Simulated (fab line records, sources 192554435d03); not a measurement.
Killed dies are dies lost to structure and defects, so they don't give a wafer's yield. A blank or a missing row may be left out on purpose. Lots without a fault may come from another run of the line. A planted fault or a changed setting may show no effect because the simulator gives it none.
Which tool did it? | flow n5_finfet | 9 lots, 27 wafers sampled, at 5 steps of a route of 1938

WHAT THE GAUGES READ, wafer by wafer
N5_BEOL_M4_THK_MEAS_53: measures by xrf.
lot  | measured     | on            | M4_THK (nm)
L346 | day 8 19:53  | film_metro-02 | 38.6 39.5 38.3
L348 | day 9 02:36  | film_metro-02 | 40.9 40.5 41.2
L350 | day 10 01:41 | film_metro-02 | 39.6 42.5 40.3
L354 | day 11 02:05 | film_metro-02 | 39.9 40.7 38.3
L356 | day 10 10:55 | film_metro-02 | 40.6 40.6 39.8
L357 | day 11 07:40 | film_metro-01 | 40.0 39.8 40.1
L358 | day 11 09:48 | film_metro-02 | 40.1 38.3 41.2
L364 | day 12 16:52 | film_metro-02 | 41.7 40.7 40.4
L366 | day 14 04:04 | film_metro-01 | 40.5 41.1 40.2

N5_BEOL_M4_RC_MEAS_101.
lot  | measured     | on        | DIBL_N (mV/V)  | DIBL_P (mV/V)  | EOT_P             | IGATE_P (nA/um)      | IOFF_N (nA/um) | IOFF_N_85C (nA/um) | IOFF_N_LIN (nA/um) | IOFF_N_LONG (nA/um)        | IOFF_P (nA/um) | IOFF_P_85C (nA/um) | IOFF_P_LIN (nA/um) | IOFF_P_LONG (nA/um)        | ION_N (uA/um) | ION_P (uA/um) | SS_N (mV/dec)  | SS_P (mV/dec)  | VT_N (mV)   | VT_N_LONG (mV)    | VT_N_LVT (mV) | VT_P (mV)            | VT_P_LONG (mV)       | VT_P_LVT (mV)
L346 | day 8 20:15  | prober-02 | 36.7 34.7 39.2 | 38.2 33.9 41.4 | 10.62 10.50 10.40 | 0.0028 0.0034 0.0035 | 0.19 0.14 0.25 | 3.5 2.8 4.5        | 0.084 0.065 0.107  | 5.64e-05 5.66e-05 5.68e-05 | 0.25 0.17 0.32 | 4.1 3.0 5.1        | 0.109 0.085 0.133  | 0.000102 0.000107 0.000105 | 675 666 693   | 465 457 473   | 72.5 72.2 72.8 | 73.7 72.5 74.6 | 248 250 242 | 276.6 275.5 274.6 | 94 98 90      | -248.4 -252.9 -245.7 | -273.6 -277.2 -278.2 | -94.9 -100.1 -91.3
L348 | day 9 03:07  | prober-02 | 34.3 34.0 32.7 | 33.5 32.9 30.7 | 10.44 10.36 10.51 | 0.0032 0.0041 0.0031 | 0.16 0.14 0.12 | 3.2 2.8 2.4        | 0.078 0.069 0.057  | 5.99e-05 5.91e-05 5.96e-05 | 0.21 0.19 0.16 | 3.6 3.3 2.9        | 0.100 0.092 0.084  | 0.000107 0.000107 0.000106 | 678 670 653   | 463 459 461   | 70.8 71.3 71.3 | 73.2 72.7 72.2 | 246 250 252 | 272.0 272.0 274.7 | 92 95 99      | -247.1 -249.6 -251.3 | -273.9 -273.7 -272.6 | -94.6 -97.2 -98.6
L350 | day 10 02:00 | prober-02 | 32.7 34.2 35.7 | 32.6 34.1 37.3 | 10.42 10.49 10.48 | 0.0040 0.0036 0.0037 | 0.10 0.12 0.15 | 2.0 2.4 3.0        | 0.049 0.057 0.072  | 5.21e-05 5.42e-05 5.28e-05 | 0.14 0.16 0.20 | 2.7 2.9 3.5        | 0.075 0.082 0.097  | 0.000107 9.5e-05 9.5e-05   | 643 663 692   | 446 453 471   | 70.0 71.5 71.5 | 71.9 72.7 73.3 | 259 255 248 | 277.8 276.9 277.2 | 103 101 96    | -257.7 -254.1 -249.6 | -277.8 -279.9 -278.6 | -103.9 -102.5 -98.6
L354 | day 11 02:52 | prober-01 | 36.3 36.3 39.2 | 36.1 36.3 39.5 | 10.36 10.37 10.54 | 0.0039 0.0040 0.0030 | 0.17 0.16 0.24 | 3.3 3.2 4.3        | 0.081 0.076 0.099  | 5.89e-05 5.82e-05 5.88e-05 | 0.20 0.20 0.26 | 3.5 3.5 4.3        | 0.097 0.096 0.113  | 0.000111 0.000113 0.0001   | 683 686 691   | 464 464 459   | 71.6 71.9 72.2 | 73.7 73.7 74.0 | 247 249 244 | 270.2 274.5 272.3 | 94 95 92      | -252.8 -252.5 -249.3 | -273.9 -274.0 -273.2 | -99.5 -100.9 -97.6
L356 | day 10 11:23 | prober-01 | 35.3 34.6 32.8 | 35.9 35.0 32.3 | 10.59 10.51 10.63 | 0.0035 0.0035 0.0029 | 0.13 0.13 0.10 | 2.6 2.5 2.0        | 0.063 0.062 0.050  | 4.98e-05 5.08e-05 5.17e-05 | 0.21 0.19 0.15 | 3.6 3.3 2.8        | 0.095 0.089 0.078  | 9.6e-05 9.5e-05 0.000107   | 668 673 657   | 464 473 458   | 70.6 70.6 70.4 | 73.9 73.0 71.3 | 255 253 259 | 275.7 277.3 276.6 | 103 102 108   | -250.9 -252.9 -252.3 | -275.7 -276.2 -276.1 | -98.4 -99.9 -103.7
L357 | day 11 08:05 | prober-01 | 35.0 38.4 38.7 | 33.1 38.1 39.4 | 10.55 10.59 10.75 | 0.0034 0.0028 0.0025 | 0.12 0.20 0.20 | 2.4 3.7 3.7        | 0.055 0.082 0.085  | 5.22e-05 5.19e-05 5.2e-05  | 0.16 0.23 0.25 | 2.9 4.0 4.3        | 0.081 0.107 0.111  | 9.4e-05 9.1e-05 9.4e-05    | 660 671 673   | 450 455 459   | 70.9 72.2 71.8 | 73.1 73.1 74.1 | 254 248 248 | 275.4 277.5 275.8 | 107 98 98     | -254.4 -248.3 -248.3 | -275.9 -279.1 -277.8 | -105.1 -99.9 -99.2
L358 | day 11 10:07 | prober-01 | 35.5 33.3 35.3 | 34.8 33.1 34.6 | 10.45 10.59 10.52 | 0.0038 0.0035 0.0035 | 0.15 0.12 0.15 | 2.9 2.4 2.9        | 0.069 0.060 0.069  | 5.53e-05 5.43e-05 5.6e-05  | 0.20 0.18 0.19 | 3.4 3.1 3.4        | 0.096 0.090 0.096  | 0.000105 0.000102 0.000101 | 685 669 677   | 470 456 462   | 71.1 70.8 70.9 | 72.8 72.4 72.5 | 250 252 251 | 274.5 273.1 275.3 | 99 101 98     | -249.7 -249.3 -251.7 | -273.1 -274.4 -274.9 | -100.6 -100.6 -99.8
L364 | day 12 17:22 | prober-01 | 39.2 34.6 35.3 | 40.2 35.4 36.3 | 10.47 10.58 10.93 | 0.0036 0.0034 0.0007 | 0.21 0.13 0.00 | 3.9 2.6 0.0        | 0.092 0.063 0.000  | 5.2e-05 5.16e-05 3.1e-05   | 0.26 0.18 4.44 | 4.3 3.1 46.2       | 0.115 0.088 2.141  | 9.6e-05 9e-05 0.000779     | 685 673 213   | 468 462 570   | 71.6 71.3 71.5 | 74.1 73.0 73.5 | 246 254 473 | 273.4 280.7 493.4 | 98 102 323    | -249.3 -252.8 -164.3 | -277.0 -276.6 -212.1 | -96.0 -101.4 -14.0
L366 | day 14 04:22 | prober-01 | 36.2 36.6 35.1 | 35.8 36.3 34.6 | 10.91 10.71 11.05 | 0.0006 0.0029 0.0005 | 0.00 0.15 0.00 | 0.0 3.1 0.0        | 0.000 0.073 0.000  | 3.35e-05 5.63e-05 3.36e-05 | 4.63 0.22 3.99 | 48.7 3.7 43.0      | 2.198 0.103 1.987  | 0.000815 0.000109 0.000785 | 229 671 222   | 583 459 564   | 71.5 70.9 71.0 | 73.3 73.6 72.1 | 459 249 464 | 489.5 273.2 484.3 | 312 96 313    | -164.0 -251.9 -166.0 | -210.9 -274.2 -213.3 | -13.1 -98.5 -14.5

WHICH TOOL RAN EACH LOT (tool, then ch and the chambers of the sampled wafers, then the start)
lot  | N5_HKMG_FIN_CVD_62                      | N5_BEOL_M4_SPUTTER_90        | N5_BEOL_M4_ANNEAL_91
L346 | thermal_cvd_si-02 ch 0,1, day 4 15:41   | pvd_sputter-03, day 8 18:22  | pvd_sputter-03, day 8 18:26
L348 | thermal_cvd_si-02 ch 0,1, day 4 22:19   | pvd_sputter-02, day 9 01:08  | pvd_sputter-02, day 9 01:13
L350 | thermal_cvd_si-02 ch 0,1,2, day 5 11:35 | pvd_sputter-02, day 10 00:14 | pvd_sputter-02, day 10 00:19
L354 | thermal_cvd_si-02 ch 0,1,2, day 6 08:20 | pvd_sputter-03, day 11 00:34 | pvd_sputter-03, day 11 00:39
L356 | thermal_cvd_si-02 ch 0,1,2, day 6 18:50 | pvd_sputter-01, day 10 09:29 | pvd_sputter-01, day 10 09:34
L357 | thermal_cvd_si-01 ch 0,2, day 6 23:55   | pvd_sputter-02, day 11 06:14 | pvd_sputter-02, day 11 06:19
L358 | thermal_cvd_si-02 ch 0,1, day 7 09:01   | pvd_sputter-02, day 11 08:22 | pvd_sputter-02, day 11 08:26
L364 | thermal_cvd_si-02 ch 0,1,2, day 8 21:18 | pvd_sputter-01, day 12 15:24 | pvd_sputter-01, day 12 15:29
L366 | thermal_cvd_si-02 ch 0,2, day 9 08:25   | pvd_sputter-03, day 14 02:36 | pvd_sputter-03, day 14 02:41
- N5_HKMG_FIN_CVD_62: deposits a-Si from Si2H6, target thk 3 nm, time 20.8 s.
- N5_BEOL_M4_SPUTTER_90: material Cu, target thk 4.5 nm, time 8.29 s.
- N5_BEOL_M4_ANNEAL_91: time 240 s.

WHAT THE TOOLS THEMSELVES READ (means of the sampled wafers that have a number; where no wafer has one, the mark that the record gives instead)
N5_HKMG_FIN_CVD_62.
lot  | tool              | chamber_pressure_Torr (Torr) | heater_power_w (W)
L346 | thermal_cvd_si-02 | 0.9989                       | 1472
L348 | thermal_cvd_si-02 | 0.9981                       | 1425
L350 | thermal_cvd_si-02 | 0.9994                       | 1442
L354 | thermal_cvd_si-02 | 0.9977                       | 1451
L356 | thermal_cvd_si-02 | 1.0006                       | 1448
L357 | thermal_cvd_si-01 | 0.9986                       | 1496
L358 | thermal_cvd_si-02 | 1.0004                       | 1428
L364 | thermal_cvd_si-02 | 0.9989                       | 1444
L366 | thermal_cvd_si-02 | 0.9999                       | 1421

N5_BEOL_M4_SPUTTER_90.
lot  | tool           | chuck_gas_flow_sccm (sccm) | throttle_valve_pct (%)
L346 | pvd_sputter-03 | 1.19                       | 30.0
L348 | pvd_sputter-02 | 1.23                       | 29.3
L350 | pvd_sputter-02 | 1.19                       | 30.1
L354 | pvd_sputter-03 | 1.20                       | 30.1
L356 | pvd_sputter-01 | 1.24                       | 30.9
L357 | pvd_sputter-02 | 1.26                       | 28.9
L358 | pvd_sputter-02 | 1.33                       | 29.7
L364 | pvd_sputter-01 | 1.24                       | 30.6
L366 | pvd_sputter-03 | 1.26                       | 30.2

N5_BEOL_M4_ANNEAL_91.
lot  | tool           | heater_power_w (W)
L346 | pvd_sputter-03 | 854
L348 | pvd_sputter-02 | 892
L350 | pvd_sputter-02 | 846
L354 | pvd_sputter-03 | 844
L356 | pvd_sputter-01 | 842
L357 | pvd_sputter-02 | 896
L358 | pvd_sputter-02 | 869
L364 | pvd_sputter-01 | 904
L366 | pvd_sputter-03 | 833

THE ANSWER, worked out from the rows above alone
Rule: what is usual is taken from the lots themselves. Put in order of their means at a reading, lots are off if they are a third of the lots or fewer, leave a main group of 4 or more, and stand apart from it by a gap of 3 or more times the standard deviation of the main group's means; of several such gaps the widest counts. A main group whose means are all the same, to the digits that the tables above print for the reading, isn't used. A lot without any number at a reading at which 4 lots or more have one is off too. The other lots that the step has rows for count as sound. The gauges are gone through in route order, then the tools' own readings, and for those a lot's mean is taken as printed above. The first step at which some lot is off is used, and at that step the reading that is off furthest; a lot without a number counts as furthest.
Off: L364, L366, at N5_BEOL_M4_RC_MEAS_101 (IOFF_P_LIN). The main group: mean 0.096 nA/um, standard deviation 0.0079.
A tool fits if, at a process step before that reading, it ran every lot that is off, and no sound lot after the first of them. The gauges at N5_BEOL_M4_RC_MEAS_101 are tried like those tools. Can't be told from this: 2 tools fit, thermal_cvd_si-02 at N5_HKMG_FIN_CVD_62, prober-01 at N5_BEOL_M4_RC_MEAS_101.

WHAT THE SIMULATOR HAD PUT IN
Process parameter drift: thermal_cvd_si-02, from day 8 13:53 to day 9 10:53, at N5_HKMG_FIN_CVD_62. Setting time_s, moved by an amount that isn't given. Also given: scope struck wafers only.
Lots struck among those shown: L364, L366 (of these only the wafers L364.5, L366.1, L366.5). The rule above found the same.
